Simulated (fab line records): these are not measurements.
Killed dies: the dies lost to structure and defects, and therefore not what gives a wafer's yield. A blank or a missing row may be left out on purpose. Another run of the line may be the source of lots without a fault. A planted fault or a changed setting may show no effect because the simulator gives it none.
Struck lot and sound lot, side by side :: flow n5-finfet :: 36 steps out of a route of 1938
Sound: the wafers L291.1, L291.3, L291.4. Struck: wafer L307.1; the same lot's L307.6 was not struck, so it is left out; see the end for the cause.
At each step with rows: each side's tool, then ch and its chambers, then its first start. Under that, the readings that differ: sound wafers :: struck wafers :: difference of the means :: sigmas: that difference in standard deviations of wafers without a fault.
alike: a reading whose means differ by less than 2 such deviations, as well as words and numbers matching on both sides. not compared: withheld readings; readings where some wafer has no value; bounds like >300 that might hide an equal value; numbers whose values overlap and for which the record gives no deviation.
A row with sigmas, a row that says differs or no value, or rows on one side alone: a step with any of these is where the two part. When numbers do not overlap yet have no deviation, they are printed without sigmas and do not part them. Lack of a reading on every wafer of one side parts them only where that side has two or more wafers.

first, 9 steps without rows for these wafers: N5_BEOL_M5_ANNEAL_89 (time 1800 s); N5_BEOL_M5_SPUTTER_90 (material Cu, target thk 4.5 nm, time 8.29 s); N5_BEOL_M5_ECD_50 (material Cu, target thk 300 nm); N5_BEOL_M5_ANNEAL_51 (time 90 s); N5_BEOL_M5_CMP_52 (polishes, stops on SiCOH lowk, t overpolish 6.9 s, target thk 62 nm); N5_BEOL_M5_PRE_CLEAN_77 (time 15 s); N5_BEOL_M5_CO_CAP_78 (material Co, precursor CCTBA/H2, target thk 2 nm, time 102.1 s); N5_BEOL_M5_PRE_CLEAN_55 (time 15 s); N5_BEOL_M5_DEP_56 (deposits SiCN from 3MS/NH3, target thk 8 nm, time 14 s).
N5_BEOL_M6_ILD_DEP_00: deposits SiCOH lowk from DEMS/porogen, target thk 179.75 nm, time 33.4 s.
  sound on pecvd-01 ch 0,1,2, day 9 06:06; struck on pecvd-03 ch 2, day 13 04:06
reading: showerhead-plenum-p-Torr (Torr)
sound: 5.762 5.748 5.738
struck: 5.705
difference: -0.044
sigmas: -3

reading: model.SiCOH_lowk_of_BEOL_M6_ILD_DEP_00.thk-nm (nm)
sound: 177.6 180 180.2
struck: 184.2
difference: +4.9
sigmas: 
  alike: heater-power-w, throttle-valve-pct
then, 24 steps without rows for these wafers: N5_BEOL_M6_CURE_74 (cures SiCOH lowk, time 240 s); N5_BEOL_M6_PECVD_70 (deposits SiO2 from TEOS/O2, target thk 20 nm, time 22.7 s); N5_BEOL_M6_HM_DEP_02 (deposits TiN, target thk 20 nm); N5_BEOL_M6_COAT_59 (time 60 s, resist thk 100 nm); N5_BEOL_M6_COAT_60 (time 60 s, resist thk 35 nm); N5_BEOL_M6_COAT_05 (resist thk 90 nm); N5_BEOL_M6_EBR_07; N5_BEOL_M6_SOFTBAKE_06 (time 60 s); N5_BEOL_M6_EXPOSE_08 (exposes mask M6); N5_BEOL_M6_PEB_09 (peb time 60 s); N5_BEOL_M6_DEVELOP_10 (develop time 30 s); N5_BEOL_M6_DESCUM_16 (chemistry O2, time 7.9 s); N5_BEOL_M6_ETCH_61 (etches SiARC in CF4, target depth 45.5 nm, time 75.8 s); N5_BEOL_M6_ETCH_62 (etches SOC in N2/H2, target depth 110 nm, overetch 22 nm, time 165 s); N5_BEOL_M6_STRIP_68 (strips in N2/H2); N5_BEOL_M6_STRIP_67 (strips in CF4); N5_BEOL_M6_HM_OPEN_17 (chemistry Cl2/BCl3, target TiN, target depth 20 nm, overetch 6 nm); N5_BEOL_M6_STRIP_19 (strips in O2); N5_BEOL_M6_COAT_63 (time 60 s, resist thk 60 nm); N5_BEOL_M6_COAT_64 (time 60 s, resist thk 12 nm); N5_BEOL_M6_COAT_71 (time 60 s, resist thk 5 nm); N5_BEOL_M6_COAT_22 (resist thk 30 nm); N5_BEOL_M6_EBR_24; N5_BEOL_M6_SOFTBAKE_23 (time 60 s).
N5_BEOL_M6_CMP_52: polishes, stops on SiCOH lowk, t overpolish 6.9 s, target thk 80 nm.
  sound on cmp-01 ch 0,1,3, day 9 11:25; struck on cmp-03 ch 2, day 13 10:14
reading: model.SiCOH_lowk_of_BEOL_M6_ILD_DEP_00.thk-nm (nm)
sound: 150.2 152.2 152.4
struck: 155.8
difference: +4.2
sigmas: 
  alike: barrier-field-endpoint-s, motor-current-A, overpolish-run-s, time-to-endpoint-s
after that, 1 step had no rows for these wafers: N5_PASSIVATION_PROBE_49.

== WHERE THEY PART ==
Within this record, at N5_BEOL_M6_ILD_DEP_00 only. Later steps at which nothing parts them and some readings are alike: N5_BEOL_M6_CMP_52.

WHY: what the simulator had put in
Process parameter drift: pecvd-03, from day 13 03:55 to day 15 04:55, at N5_BEOL_M6_ILD_DEP_00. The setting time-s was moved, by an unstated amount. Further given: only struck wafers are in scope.
